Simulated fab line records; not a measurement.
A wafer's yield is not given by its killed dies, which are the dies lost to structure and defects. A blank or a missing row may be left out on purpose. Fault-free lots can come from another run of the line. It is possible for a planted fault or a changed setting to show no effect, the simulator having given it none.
fab line records	flow nand-harc
record: lots: 24	wafers: 72	last-day: 33
route steps=1302 shown A_CHANNEL_FILL_D2@613 A_STAIRCASE@679
lots that met no fault: from a run of the same line without faults
start-h: the number of hours between the record's first day and the start of the first shown wafer of the lot	wait-h: hours since the lot's step before	" unchanged from the row above	L1.1+2: one row covering several wafers at once	- value missing, or start not given	* or withheld: withheld	< > ~ a bound
route shown NAME@n: NAME is a module with steps in the file, n the number in the route of the first one	usual: mean/standard deviation of fault-free wafers	same: alike in all rows	chamber/n: place in a boat	sites: per-site readings	_std_site: standard deviation across them	_edge_site: the outer-site mean with the inner-site mean subtracted	radius-mm: for every site, how far away it sits from the centre of the wafer	mask NAME#n: copy n	behind: tool/chamber where the wafer was last shaped	hold: the reason the lot was held/the length of the hold in hours/how it ended	device: whichever transistor did not switch (one of n, p or np)	end of line: the tests these same wafers got at the end of their route	step lacking rows: just its recipe	killed: dies lost to structure and defects at the first sort, not the wafer's yield	map: a wafer's dies, x killed, . not, _ none there
set.NAME: setting as actually run; set.NAME@STEP: the setting as run at that earlier step	model.NAME: the simulator's own value behind a step, which no gauge read
steps of the route over a sample of lots; a table a step, a row a wafer
services: a tool's chamber out of use, with start hour (start-h, from the record's first day; less than 0 if before it), hours out, and reason
== steps ==
step: NHARC_A_CHANNEL_FILL_D2_ALD_03
recipe: target-thk-a: 60	pulse-time-s: 60	ald-cycles: 58	temp-c: 630	pressure-torr: 2	material: SiNx
usual: precursor-pulse-height-rel: 1.000/0.02
lot.wafer	tool	chamber	start-h	wait-h	precursor-pulse-height-rel
L074.1	ald-sin-batch-01	0	-	-	1.022
L074.2	"	0	"	"	1.001
L074.5	"	0	"	"	1.026
L075.2	ald-sin-batch-01	0	-	-	1.003
L075.4	"	0	"	"	0.992
L075.5	"	0	"	"	1.036
L076.3	ald-sin-batch-02	0	-	-	1.044
L076.4	"	0	"	"	0.971
L076.5	"	0	"	"	1.019
L077.2	ald-sin-batch-01	0	-	-	1.016
L077.3	"	0	"	"	0.996
L077.5	"	0	"	"	0.992
L078.1	ald-sin-batch-01	0	-	-	0.992
L078.2	"	0	"	"	0.986
L078.5	"	0	"	"	1.007
L079.1	ald-sin-batch-03	0	-	-	1.010
L079.3	"	0	"	"	0.991
L079.4	"	0	"	"	1.008
L080.3	ald-sin-batch-01	0	-	-	0.983
L080.5	"	0	"	"	0.994
L080.6	"	0	"	"	0.988
L081.1	ald-sin-batch-01	0	-	-	0.952
L081.2	"	0	"	"	1.011
L081.3	"	0	"	"	0.976
L082.3	ald-sin-batch-03	0	-	-	0.986
L082.4	"	0	"	"	0.979
L082.5	"	0	"	"	1.007
L083.2	ald-sin-batch-03	0	-	-	0.974
L083.4	"	0	"	"	1.020
L083.6	"	0	"	"	1.000
L084.2	ald-sin-batch-03	0	-	-	0.966
L084.4	"	0	"	"	1.007
L084.6	"	0	"	"	1.026
L085.4	ald-sin-batch-01	0	-	-	1.017
L085.5	"	0	"	"	0.982
L085.6	"	0	"	"	1.021
L086.3	ald-sin-batch-02	0	-	-	0.960
L086.4	"	0	"	"	0.990
L086.6	"	0	"	"	0.987
L087.2	ald-sin-batch-03	0	-	-	0.986
L087.5	"	0	"	"	1.004
L087.6	"	0	"	"	1.032
L088.1	ald-sin-batch-02	0	-	-	0.973
L088.4	"	0	"	"	1.042
L088.5	"	0	"	"	0.997
L089.1	ald-sin-batch-02	0	-	-	0.997
L089.3	"	0	"	"	1.039
L089.6	"	0	"	"	1.035
L090.3	ald-sin-batch-01	0	-	-	0.996
L090.4	"	0	"	"	1.010
L090.5	"	0	"	"	1.013
L091.2	ald-sin-batch-01	0	-	-	1.020
L091.3	"	0	"	"	0.996
L091.6	"	0	"	"	1.022
L092.1	ald-sin-batch-02	0	-	-	1.011
L092.3	"	0	"	"	1.006
L092.6	"	0	"	"	1.020
L093.3	ald-sin-batch-03	0	-	-	0.972
L093.4	"	0	"	"	1.008
L093.5	"	0	"	"	1.047
L094.1	ald-sin-batch-03	0	-	-	1.011
L094.2	"	0	"	"	0.991
L094.5	"	0	"	"	1.006
L095.2	ald-sin-batch-02	0	-	-	1.005
L095.3	"	0	"	"	0.985
L095.5	"	0	"	"	1.004
L096.3	ald-sin-batch-03	0	-	-	1.005
L096.5	"	0	"	"	0.986
L096.6	"	0	"	"	0.999
L097.3	ald-sin-batch-03	0	-	-	0.987
L097.4	"	0	"	"	1.024
L097.6	"	0	"	"	0.994
step: NHARC_A_CHANNEL_FILL_D2_RTA_24
recipe: temp-c: 1000	time-s: 5
usual: lamp-power-pct: 33/3.1	lamp_zone_3_pct: 33/3.1	wafer_temp_C_max: 1005.1/1.4
lot.wafer	tool	chamber	start-h	wait-h	lamp-power-pct	lamp_zone_3_pct	wafer_temp_C_max
L074.1	rtp-anneal-01	0	346.75	0.0	29	29	1004.1
L074.2	"	0	"	"	29	29	1002.8
L074.5	"	0	"	"	29	29	1002.7
L075.2	rtp-anneal-02	0	350.36	0.1	35	35	1005.0
L075.4	"	0	"	"	35	35	1004.6
L075.5	"	0	"	"	35	35	1005.7
L076.3	rtp-anneal-02	0	364.06	0.1	35	35	1007.7
L076.4	"	0	"	"	35	35	1005.4
L076.5	"	0	"	"	35	35	1004.8
L077.2	rtp-anneal-02	0	378.05	0.1	35	35	1007.7
L077.3	"	0	"	"	35	35	1005.7
L077.5	"	0	"	"	35	35	1006.2
L078.1	rtp-anneal-02	0	387.31	0.1	35	35	1007.3
L078.2	"	0	"	"	35	35	1005.7
L078.5	"	0	"	"	35	35	1005.1
L079.1	rtp-anneal-02	0	391.57	0.0	35	35	1003.9
L079.3	"	0	"	"	35	35	1004.0
L079.4	"	0	"	"	35	35	1004.1
L081.1	rtp-anneal-02	0	403.15	0.0	35	35	1005.5
L081.2	"	0	"	"	35	35	1005.1
L081.3	"	0	"	"	35	35	1006.9
L080.3	rtp-anneal-01	0	403.20	0.1	29	29	1003.2
L080.5	"	0	"	"	29	29	1003.3
L080.6	"	0	"	"	29	29	1005.1
L083.2	rtp-anneal-02	0	424.87	0.1	35	35	1006.1
L083.4	"	0	"	"	35	35	1004.9
L083.6	"	0	"	"	35	35	1006.1
L082.3	rtp-anneal-01	0	424.90	0.1	29	29	1003.3
L082.4	"	0	"	"	29	29	1004.2
L082.5	"	0	"	"	29	29	1004.4
L085.4	rtp-anneal-02	0	451.79	0.1	35	35	1004.6
L085.5	"	0	"	"	35	35	1006.1
L085.6	"	0	"	"	35	35	1005.4
L084.2	rtp-anneal-01	0	451.90	0.2	29	29	1003.6
L084.4	"	0	"	"	29	29	1003.6
L084.6	"	0	"	"	29	29	1004.8
L086.3	rtp-anneal-02	0	464.86	0.1	35	35	1006.2
L086.4	"	0	"	"	35	35	1008.1
L086.6	"	0	"	"	35	35	1004.3
L087.2	rtp-anneal-02	0	485.16	0.1	35	35	1007.3
L087.5	"	0	"	"	35	35	1004.9
L087.6	"	0	"	"	35	35	1006.2
L089.1	rtp-anneal-02	0	495.70	0.0	35	35	1006.6
L089.3	"	0	"	"	35	35	1005.9
L089.6	"	0	"	"	35	35	1005.2
L088.1	rtp-anneal-01	0	495.84	0.1	29	29	1004.6
L088.4	"	0	"	"	29	29	1005.1
L088.5	"	0	"	"	29	29	1004.8
L090.3	rtp-anneal-02	0	508.94	0.1	35	35	1004.3
L090.4	"	0	"	"	35	35	1006.3
L090.5	"	0	"	"	35	35	1006.2
L092.1	rtp-anneal-02	0	516.20	0.0	35	35	1006.0
L092.3	"	0	"	"	35	35	1007.7
L092.6	"	0	"	"	35	35	1007.1
L091.2	rtp-anneal-01	0	516.37	0.1	29	29	1004.5
L091.3	"	0	"	"	29	29	1004.5
L091.6	"	0	"	"	29	29	1005.2
L093.3	rtp-anneal-02	0	538.24	0.1	35	35	1005.7
L093.4	"	0	"	"	35	35	1005.8
L093.5	"	0	"	"	35	35	1006.3
L094.1	rtp-anneal-01	0	552.49	0.0	29	29	1002.8
L094.2	"	0	"	"	29	29	1003.2
L094.5	"	0	"	"	29	29	1002.5
L095.2	rtp-anneal-01	0	560.63	0.1	29	29	1002.7
L095.3	"	0	"	"	29	29	1003.8
L095.5	"	0	"	"	29	29	1003.1
L096.3	rtp-anneal-02	0	583.55	0.1	35	35	1007.1
L096.5	"	0	"	"	35	35	1004.5
L096.6	"	0	"	"	35	35	1004.5
L097.3	rtp-anneal-01	0	583.55	0.1	29	29	1005.2
L097.4	"	0	"	"	29	29	1003.6
L097.6	"	0	"	"	29	29	1002.3
step: NHARC_A_CHANNEL_FILL_D2_INSPECT_13
usual: raw-defect-count: 386/120
lot.wafer	tool	chamber	start-h	wait-h	raw-defect-count
L074.1	defect-inspect-01	-	346.95	0.2	478
L074.2	"	-	"	"	466
L074.5	"	-	"	"	449
L075.2	defect-inspect-01	-	350.54	0.1	265
L075.4	"	-	"	"	315
L075.5	"	-	"	"	372
L076.3	defect-inspect-02	-	364.20	0.1	398
L076.4	"	-	"	"	481
L076.5	"	-	"	"	472
L077.2	defect-inspect-02	-	378.22	0.1	309
L077.3	"	-	"	"	307
L077.5	"	-	"	"	534
L078.1	defect-inspect-02	-	387.50	0.2	376
L078.2	"	-	"	"	310
L078.5	"	-	"	"	293
L079.1	defect-inspect-02	-	391.76	0.2	396
L079.3	"	-	"	"	307
L079.4	"	-	"	"	377
L080.3	defect-inspect-02	-	403.34	0.1	704
L080.5	"	-	"	"	517
L080.6	"	-	"	"	726
L081.1	defect-inspect-01	-	403.35	0.2	366
L081.2	"	-	"	"	490
L081.3	"	-	"	"	470
L082.3	defect-inspect-01	-	425.04	0.1	487
L082.4	"	-	"	"	366
L082.5	"	-	"	"	634
L083.2	defect-inspect-02	-	425.04	0.1	551
L083.4	"	-	"	"	479
L083.6	"	-	"	"	390
L085.4	defect-inspect-01	-	451.90	0.1	337
L085.5	"	-	"	"	268
L085.6	"	-	"	"	272
L084.2	defect-inspect-01	-	452.06	0.1	403
L084.4	"	-	"	"	234
L084.6	"	-	"	"	373
L086.3	defect-inspect-01	-	465.01	0.1	200
L086.4	"	-	"	"	410
L086.6	"	-	"	"	354
L087.2	defect-inspect-02	-	485.33	0.1	268
L087.5	"	-	"	"	348
L087.6	"	-	"	"	343
L089.1	defect-inspect-02	-	495.90	0.2	393
L089.3	"	-	"	"	413
L089.6	"	-	"	"	304
L088.1	defect-inspect-02	-	496.04	0.2	247
L088.4	"	-	"	"	206
L088.5	"	-	"	"	170
L090.3	defect-inspect-02	-	509.08	0.1	417
L090.4	"	-	"	"	425
L090.5	"	-	"	"	494
L092.1	defect-inspect-01	-	516.40	0.2	490
L092.3	"	-	"	"	346
L092.6	"	-	"	"	411
L091.2	defect-inspect-02	-	516.54	0.1	275
L091.3	"	-	"	"	267
L091.6	"	-	"	"	332
L093.3	defect-inspect-01	-	538.38	0.1	435
L093.4	"	-	"	"	372
L093.5	"	-	"	"	392
L094.1	defect-inspect-01	-	552.69	0.2	441
L094.2	"	-	"	"	518
L094.5	"	-	"	"	509
L095.2	defect-inspect-01	-	560.80	0.1	265
L095.3	"	-	"	"	248
L095.5	"	-	"	"	267
L096.3	defect-inspect-02	-	583.69	0.1	627
L096.5	"	-	"	"	560
L096.6	"	-	"	"	544
L097.3	defect-inspect-01	-	583.69	0.1	422
L097.4	"	-	"	"	248
L097.6	"	-	"	"	301
step: NHARC_A_STAIRCASE_TRIM_22
recipe: time-s: 211.2	o2-flow-sccm: 500	ar-flow-sccm: 0	bias-w: 0	chemistry: O2
usual: drypump-motor-current-A: 5.9/0.43	o2-flow-sccm: 500.4/1.4	oes-product-au: 0.998/0.01	rf-vpp-V: 58.0/0.84	showerhead-plenum-p-Torr: 3.56/0.14	throttle-valve-pct: 17.037/0.0086
same: bias-w: 0
lot.wafer	tool	chamber	start-h	wait-h	drypump-motor-current-A	o2-flow-sccm	oes-product-au	rf-hours-counter-h	rf-vpp-V	showerhead-plenum-p-Torr	throttle-valve-pct
L074.1	rie-diel-07	1	-	-	5.9	499.1	0.980	13	58.4	3.49	17.033
L074.2	"	2	"	"	6.1	500.0	0.990	14	58.5	3.68	17.037
L074.5	"	3	"	"	5.0	499.2	1.001	-	56.1	3.65	17.039
L075.4	rie-diel-07	2	-	-	6.2	502.9	0.986	15	59.9	3.67	17.048
L075.2	"	1	"	"	5.9	498.9	0.996	14	60.1	3.49	17.029
L075.5	"	2	"	"	6.1	502.0	0.996	-	58.7	3.67	17.035
L076.3	rie-diel-04	3	-	-	6.2	501.4	0.986	1	59.2	3.56	17.046
L076.4	"	0	"	"	6.2	500.0	0.992	1	58.4	3.81	17.042
L076.5	"	2	"	"	5.6	499.6	1.008	-	56.3	3.32	17.035
L077.2	rie-diel-07	3	-	-	5.0	501.6	1.001	25	59.1	3.64	17.043
L077.3	"	1	"	"	5.9	500.5	0.978	25	58.0	3.49	17.040
L077.5	"	0	"	"	6.4	502.8	0.987	-	57.7	3.39	17.043
L078.2	rie-diel-07	0	-	-	6.3	500.7	0.983	33	57.1	3.38	17.049
L078.1	"	2	"	"	6.2	501.3	0.991	32	57.6	3.66	17.034
L078.5	"	1	"	"	5.9	500.5	0.992	-	58.2	3.48	17.035
L079.1	rie-diel-04	0	-	-	6.2	501.5	0.986	8	58.9	3.80	17.028
L079.3	"	2	"	"	5.6	500.7	1.000	9	58.4	3.32	17.044
L079.4	"	3	"	"	6.1	501.2	0.987	8	58.2	3.56	17.023
L080.3	rie-diel-07	3	-	-	5.0	500.6	0.994	36	58.5	3.64	17.025
L080.5	"	1	"	"	5.9	498.4	0.985	-	58.3	3.48	17.048
L080.6	"	2	"	"	6.1	501.2	0.977	-	57.9	3.66	17.047
L081.1	rie-diel-04	3	-	-	6.2	497.8	0.998	12	57.3	3.56	17.041
L081.2	"	0	"	"	6.2	499.4	0.995	11	58.3	3.80	17.045
L081.3	"	2	"	"	5.6	497.7	1.009	12	56.8	3.31	17.040
L082.3	rie-diel-04	0	-	-	6.2	503.9	1.006	18	57.2	3.80	17.025
L082.4	"	1	"	"	5.9	499.6	1.023	18	57.5	3.48	17.025
L082.5	"	0	"	"	6.2	501.2	1.002	-	57.8	3.80	17.022
L083.4	rie-diel-08	0	-	-	6.3	497.3	1.005	20	59.9	3.57	17.050
L083.2	"	1	"	"	5.9	499.5	1.000	18	59.2	3.76	17.033
L083.6	"	2	"	"	5.6	501.3	0.998	-	57.0	3.55	17.042
L084.2	rie-diel-04	0	-	-	6.2	502.5	0.986	26	59.1	3.79	17.034
L084.4	"	1	"	"	5.9	502.0	1.015	24	56.8	3.48	17.037
L084.6	"	0	"	"	6.2	502.5	0.992	-	58.9	3.79	17.032
L085.4	rie-diel-07	1	-	-	5.9	501.3	0.992	54	58.4	3.47	17.051
L085.5	"	3	"	"	5.0	500.2	0.991	-	57.9	3.63	17.033
L085.6	"	0	"	"	6.3	500.1	0.997	-	59.0	3.37	17.033
L086.3	rie-diel-08	1	-	-	5.9	498.7	0.999	30	58.3	3.76	17.031
L086.4	"	2	"	"	5.6	502.8	1.009	30	56.4	3.54	17.027
L086.6	"	0	"	"	6.2	501.8	1.005	-	58.7	3.56	17.030
L087.2	rie-diel-07	3	-	-	4.9	500.9	0.989	1	58.8	3.62	17.041
L087.6	"	1	"	"	5.9	499.3	0.994	-	57.3	3.47	17.029
L087.5	"	2	"	"	6.2	499.4	1.001	-	58.1	3.65	17.040
L089.1	rie-diel-07	0	-	-	6.3	499.3	0.993	3	57.3	3.37	17.037
L089.3	"	2	"	"	6.2	498.7	1.000	3	58.4	3.65	17.042
L089.6	"	0	"	"	6.3	501.7	1.001	-	57.7	3.37	17.032
L088.4	rie-diel-08	0	-	-	6.3	497.5	1.001	39	59.0	3.56	17.041
L088.1	"	1	"	"	5.9	498.5	0.992	41	58.5	3.75	17.042
L088.5	"	3	"	"	5.8	499.9	1.005	-	58.4	3.76	17.041
L090.4	rie-diel-07	0	-	-	6.4	499.2	0.987	10	58.0	3.36	17.035
L090.3	"	1	"	"	5.9	499.8	0.993	10	57.2	3.46	17.041
L090.5	"	0	"	"	6.4	496.0	0.993	-	56.9	3.36	17.024
L092.1	rie-diel-04	1	-	-	6.0	501.2	1.015	48	57.7	3.47	17.052
L092.3	"	2	"	"	5.6	502.9	0.999	46	57.7	3.30	17.026
L092.6	"	3	"	"	6.1	500.1	0.996	-	58.4	3.54	17.043
L091.2	rie-diel-08	0	-	-	6.2	500.8	1.003	48	58.5	3.55	17.039
L091.3	"	2	"	"	5.6	498.8	1.007	49	58.8	3.53	17.032
L091.6	"	3	"	"	5.8	499.7	1.001	-	57.3	3.76	17.042
L093.3	rie-diel-07	2	-	-	6.2	501.4	0.994	16	57.8	3.64	17.034
L093.4	"	1	"	"	5.9	499.7	0.989	19	57.6	3.46	17.047
L093.5	"	2	"	"	6.2	502.1	0.999	-	58.6	3.64	17.044
L094.1	rie-diel-08	2	-	-	5.6	501.4	0.996	0	58.8	3.52	17.060
L094.2	"	0	"	"	6.3	499.3	0.994	0	58.0	3.55	17.047
L094.5	"	1	"	"	5.9	499.8	1.009	-	58.2	3.74	17.026
L095.2	rie-diel-07	2	-	-	6.2	496.4	1.000	25	58.1	3.64	17.029
L095.3	"	0	"	"	6.3	502.2	0.999	25	57.7	3.36	17.054
L095.5	"	2	"	"	6.1	499.4	0.996	-	57.2	3.64	17.038
L096.3	rie-diel-07	2	-	-	6.2	500.0	1.002	34	58.0	3.63	17.051
L096.5	"	3	"	"	5.0	501.1	1.005	-	58.5	3.60	17.041
L096.6	"	0	"	"	6.3	499.6	0.998	-	58.1	3.35	17.034
L097.3	rie-diel-04	1	-	-	5.9	502.7	1.003	15	58.8	3.46	17.043
L097.4	"	3	"	"	6.2	502.1	0.992	15	57.8	3.52	17.033
L097.6	"	1	"	"	5.9	500.2	1.013	-	57.1	3.46	17.044
step: NHARC_A_STAIRCASE_ETCH_27
recipe: target-depth-a: 1000	time-s: 40.5	ion-energy-ev: 400	c4f8-flow-sccm: 20	o2-flow-sccm: 10	ar-flow-sccm: withheld	rf-w: 600	bias-w: 1000	chemistry: C4F8/O2
usual: bias-w: 1000/3	oes-product-au: 0.944/0.011	rf-vpp-V: 897/5.2
lot.wafer	tool	chamber	start-h	wait-h	bias-w	oes-product-au	rf-hours-counter-h	rf-vpp-V
L074.2	rie-diel-07	3	-	-	1001	0.956	15	901
L074.1	"	1	"	"	1001	0.935	13	895
L074.5	"	3	"	"	1000	0.953	-	900
L075.2	rie-diel-07	2	-	-	1000	0.925	15	901
L075.4	"	3	"	"	1002	0.939	15	901
L075.5	"	2	"	"	1000	0.925	-	902
L076.4	rie-diel-04	1	-	-	1000	0.952	1	891
L076.3	"	2	"	"	1001	0.953	1	890
L076.5	"	3	"	"	999	0.938	-	897
L077.2	rie-diel-07	3	-	-	1004	0.927	25	899
L077.3	"	1	"	"	1002	0.924	25	893
L077.5	"	2	"	"	1001	0.950	-	900
L078.2	rie-diel-07	2	-	-	1006	0.930	33	900
L078.1	"	1	"	"	999	0.928	34	895
L078.5	"	2	"	"	1004	0.939	-	901
L079.4	rie-diel-04	1	-	-	1002	0.959	9	893
L079.1	"	2	"	"	996	0.934	9	889
L079.3	"	3	"	"	993	0.935	8	898
L080.3	rie-diel-07	3	-	-	995	0.933	37	901
L080.6	"	3	"	"	997	0.931	-	899
L080.5	"	0	"	"	999	0.936	-	890
L081.3	rie-diel-04	2	-	-	999	0.936	12	889
L081.2	"	3	"	"	1008	0.939	12	897
L081.1	"	0	"	"	1003	0.948	11	906
L082.4	rie-diel-04	0	-	-	996	0.929	19	905
L082.3	"	1	"	"	999	0.951	19	893
L082.5	"	1	"	"	1000	0.951	-	896
L083.4	rie-diel-08	1	-	-	997	0.946	18	905
L083.2	"	0	"	"	997	0.951	20	898
L083.6	"	2	"	"	1007	0.951	-	897
L084.2	rie-diel-04	3	-	-	996	0.939	29	896
L084.4	"	0	"	"	998	0.935	27	905
L084.6	"	1	"	"	996	0.964	-	894
L085.4	rie-diel-07	2	-	-	998	0.929	53	901
L085.5	"	3	"	"	1001	0.935	-	898
L085.6	"	0	"	"	1003	0.942	-	889
L086.3	rie-diel-08	2	-	-	997	0.961	30	898
L086.4	"	0	"	"	1005	0.949	32	897
L086.6	"	1	"	"	999	0.958	-	904
L087.2	rie-diel-07	2	-	-	1003	0.959	1	902
L087.6	"	3	"	"	1002	0.950	-	899
L087.5	"	0	"	"	998	0.936	-	889
L089.3	rie-diel-07	0	-	-	1002	0.953	3	890
L089.1	"	2	"	"	1003	0.929	3	900
L089.6	"	1	"	"	999	0.938	-	893
L088.4	rie-diel-08	3	-	-	1003	0.942	47	903
L088.1	"	0	"	"	1005	0.961	40	898
L088.5	"	1	"	"	998	0.942	-	904
L090.4	rie-diel-07	2	-	-	1000	0.953	8	899
L090.3	"	1	"	"	1003	0.935	10	894
L090.5	"	2	"	"	996	0.951	-	899
L092.1	rie-diel-04	0	-	-	998	0.946	50	905
L092.3	"	3	"	"	999	0.930	48	899
L092.6	"	1	"	"	1002	0.952	-	894
L091.3	rie-diel-08	2	-	-	1002	0.963	50	895
L091.2	"	3	"	"	997	0.953	53	904
L091.6	"	1	"	"	1008	0.961	-	904
L093.3	rie-diel-07	0	-	-	1003	0.933	20	891
L093.4	"	1	"	"	1003	0.927	20	894
L093.5	"	3	"	"	999	0.942	-	898
L094.1	rie-diel-08	3	-	-	1006	0.957	1	904
L094.2	"	0	"	"	1000	0.958	0	897
L094.5	"	3	"	"	1001	0.953	-	904
L095.3	rie-diel-07	0	-	-	997	0.938	25	889
L095.2	"	1	"	"	1004	0.935	25	894
L095.5	"	0	"	"	999	0.951	-	890
L096.3	rie-diel-07	1	-	-	999	0.938	35	893
L096.5	"	2	"	"	998	0.960	-	899
L096.6	"	3	"	"	995	0.959	-	899
L097.4	rie-diel-04	3	-	-	1000	0.961	15	896
L097.3	"	0	"	"	1005	0.954	18	906
L097.6	"	2	"	"	999	0.944	-	888
step: NHARC_A_STAIRCASE_TRIM_189
recipe: time-s: 211.2	o2-flow-sccm: 500	ar-flow-sccm: 0	bias-w: 0	chemistry: O2
usual: drypump-motor-current-A: 5.9/0.39	o2-flow-sccm: 500.0/1.4	oes-product-au: 0.998/0.011	rf-vpp-V: 57.9/0.88	showerhead-plenum-p-Torr: 3.54/0.15	throttle-valve-pct: 17.037/0.0098
same: bias-w: 0
lot.wafer	tool	chamber	start-h	wait-h	drypump-motor-current-A	o2-flow-sccm	oes-product-au	rf-hours-counter-h	rf-vpp-V	showerhead-plenum-p-Torr	throttle-valve-pct
L074.1	rie-diel-04	0	-	-	6.2	499.0	0.993	62	55.8	3.29	17.031
L074.2	"	1	"	"	5.9	500.6	1.017	53	57.3	3.49	17.050
L074.5	"	2	"	"	5.6	501.5	1.002	-	57.6	3.32	17.024
L075.4	rie-diel-07	3	-	-	4.9	499.9	1.005	17	57.9	3.65	17.042
L075.2	"	1	"	"	5.9	497.3	0.985	15	56.5	3.49	17.035
L075.5	"	0	"	"	6.3	499.9	0.983	-	58.7	3.39	17.034
L076.3	rie-diel-04	1	-	-	5.9	500.9	1.015	1	58.2	3.49	17.040
L076.4	"	3	"	"	6.1	501.5	0.984	1	57.2	3.56	17.047
L076.5	"	1	"	"	5.9	500.4	1.014	-	56.3	3.49	17.042
L077.2	rie-diel-04	1	-	-	5.9	501.5	1.012	5	57.8	3.49	17.041
L077.3	"	3	"	"	6.1	500.3	0.996	4	57.8	3.56	17.024
L077.5	"	2	"	"	5.6	499.3	1.001	-	58.0	3.32	17.033
L078.2	rie-diel-04	1	-	-	5.9	499.6	1.005	9	57.8	3.49	17.051
L078.1	"	2	"	"	5.6	499.1	0.997	9	57.5	3.32	17.046
L078.5	"	2	"	"	5.6	500.7	0.996	-	58.6	3.32	17.038
L079.1	rie-diel-08	1	-	-	5.9	499.7	1.006	7	59.4	3.77	17.050
L079.4	"	2	"	"	5.6	502.0	0.996	8	58.2	3.55	17.051
L079.3	"	0	"	"	6.3	499.0	1.009	7	58.7	3.57	17.039
L080.3	rie-diel-07	0	-	-	6.3	499.4	0.984	38	58.0	3.38	17.038
L080.6	"	3	"	"	4.9	499.0	0.996	-	57.8	3.64	17.035
L080.5	"	0	"	"	6.3	499.0	0.985	-	57.1	3.38	17.044
L081.1	rie-diel-07	0	-	-	6.3	501.5	0.988	38	56.9	3.38	17.052
L081.2	"	1	"	"	5.9	499.3	0.975	38	57.1	3.48	17.041
L081.3	"	2	"	"	6.2	496.9	0.975	37	57.3	3.66	17.046
L082.4	rie-diel-04	0	-	-	6.2	499.0	0.994	19	58.8	3.80	17.040
L082.3	"	1	"	"	6.0	500.3	1.009	19	58.7	3.48	17.039
L082.5	"	1	"	"	5.9	497.4	1.012	-	57.4	3.48	17.025
L083.2	rie-diel-07	1	-	-	5.9	502.0	0.996	47	57.8	3.48	17.041
L083.4	"	2	"	"	6.2	497.3	0.980	-	57.6	3.66	17.034
L083.6	"	0	"	"	6.3	502.2	1.000	-	57.4	3.38	17.036
L084.2	rie-diel-07	0	-	-	6.3	501.2	0.990	56	58.9	3.37	17.026
L084.4	"	1	"	"	5.9	500.4	0.997	54	58.1	3.47	17.036
L084.6	"	0	"	"	6.3	500.7	0.985	-	57.2	3.37	17.043
L085.4	rie-diel-04	0	-	-	6.2	498.8	0.980	28	59.7	3.79	17.050
L085.5	"	1	"	"	5.9	499.5	1.023	-	57.7	3.48	17.025
L085.6	"	2	"	"	5.6	499.1	1.002	-	56.7	3.30	17.049
L086.3	rie-diel-08	2	-	-	5.6	499.8	1.014	30	56.8	3.54	17.032
L086.4	"	3	"	"	5.8	501.8	1.010	39	57.1	3.76	17.047
L086.6	"	1	"	"	5.9	498.6	1.000	-	58.8	3.76	17.040
L087.2	rie-diel-07	2	-	-	6.1	500.4	0.992	1	56.9	3.65	17.054
L087.5	"	2	"	"	6.1	503.0	1.007	-	58.8	3.65	17.053
L087.6	"	3	"	"	4.9	501.9	0.987	-	57.8	3.62	17.034
L089.1	rie-diel-08	1	-	-	5.9	497.4	1.008	42	58.4	3.75	17.032
L089.3	"	3	"	"	5.8	499.5	1.001	48	58.0	3.76	17.024
L089.6	"	1	"	"	5.9	498.0	1.002	-	59.0	3.75	17.050
L088.1	rie-diel-08	2	-	-	5.6	500.9	1.006	43	57.6	3.53	17.039
L088.4	"	0	"	"	6.2	499.6	1.006	42	57.7	3.55	17.032
L088.5	"	1	"	"	5.9	498.7	0.999	-	59.2	3.75	17.048
L090.3	rie-diel-07	0	-	-	6.4	500.0	0.999	10	57.3	3.36	17.052
L090.4	"	3	"	"	4.9	500.1	1.000	8	57.9	3.62	17.043
L090.5	"	1	"	"	5.9	500.5	0.996	-	57.5	3.46	17.041
L092.3	rie-diel-04	3	-	-	6.1	501.0	0.986	50	58.3	3.53	17.036
L092.1	"	1	"	"	5.9	499.8	1.016	49	59.0	3.47	17.040
L092.6	"	3	"	"	6.2	501.3	0.995	-	55.4	3.53	17.034
L091.3	rie-diel-07	2	-	-	6.2	497.7	0.999	10	57.6	3.64	17.022
L091.2	"	3	"	"	5.0	499.8	0.989	10	57.8	3.62	17.040
L091.6	"	1	"	"	5.9	500.1	0.995	-	58.3	3.46	17.043
L093.3	rie-diel-04	1	-	-	5.9	502.6	1.021	0	57.6	3.47	17.035
L093.4	"	3	"	"	6.1	501.5	0.995	-	59.1	3.53	17.024
L093.5	"	1	"	"	5.9	502.2	1.015	-	56.7	3.47	17.043
L094.1	rie-diel-04	1	-	-	5.9	499.9	1.013	5	58.1	3.46	17.023
L094.2	"	0	"	"	6.2	498.8	0.991	5	58.8	3.77	17.032
L094.5	"	1	"	"	5.9	503.0	1.003	-	56.6	3.46	17.042
L095.3	rie-diel-04	0	-	-	6.2	501.8	0.981	9	58.9	3.77	17.030
L095.2	"	1	"	"	6.0	499.6	1.003	8	57.3	3.46	17.033
L095.5	"	2	"	"	5.6	499.4	0.995	-	56.4	3.29	17.030
L096.3	rie-diel-07	2	-	-	6.2	498.2	1.004	35	59.5	3.63	17.020
L096.6	"	2	"	"	6.2	498.9	0.999	-	58.9	3.63	17.052
L096.5	"	3	"	"	5.0	503.8	0.996	-	58.9	3.60	17.030
L097.4	rie-diel-07	3	-	-	4.9	499.6	1.004	36	57.6	3.60	17.050
L097.3	"	1	"	"	5.9	499.4	1.010	36	58.2	3.45	17.030
L097.6	"	0	"	"	6.4	499.6	1.003	-	57.4	3.35	17.036
== services ==
tool	chamber	start-h	hours	kind
rie-diel-07	0	276.07	-	clean
rie-diel-07	1	276.07	-	clean
rie-diel-07	2	276.07	-	clean
rie-diel-07	3	276.07	-	clean
rie-diel-07	0	277.15	2.7	repair
rie-diel-07	2	278.56	3.8	repair
rie-diel-07	-	283.07	2.8	repair
rie-diel-04	2	287.33	2.7	repair
rie-diel-07	-	296.84	9.0	pm
rie-diel-08	3	307.84	15.6	repair
rie-diel-07	-	324.89	12.4	repair
ald-sin-batch-02	-	328.65	2.7	repair
rie-diel-04	2	338.78	6.7	repair
rie-diel-04	-	357.44	9.0	pm
rie-diel-08	-	368.00	9.0	pm
rtp-anneal-01	-	372.00	12.0	pm
rie-diel-08	2	400.04	4.7	repair
rie-diel-08	-	404.81	0.3	repair
rie-diel-07	-	473.84	9.0	pm
ald-sin-batch-01	-	507.81	26.0	pm
rie-diel-08	3	509.73	6.1	repair
rie-diel-04	-	534.44	9.0	pm
rie-diel-08	-	545.00	9.0	pm
rie-diel-04	1	581.89	3.3	repair
== key ==
fault none
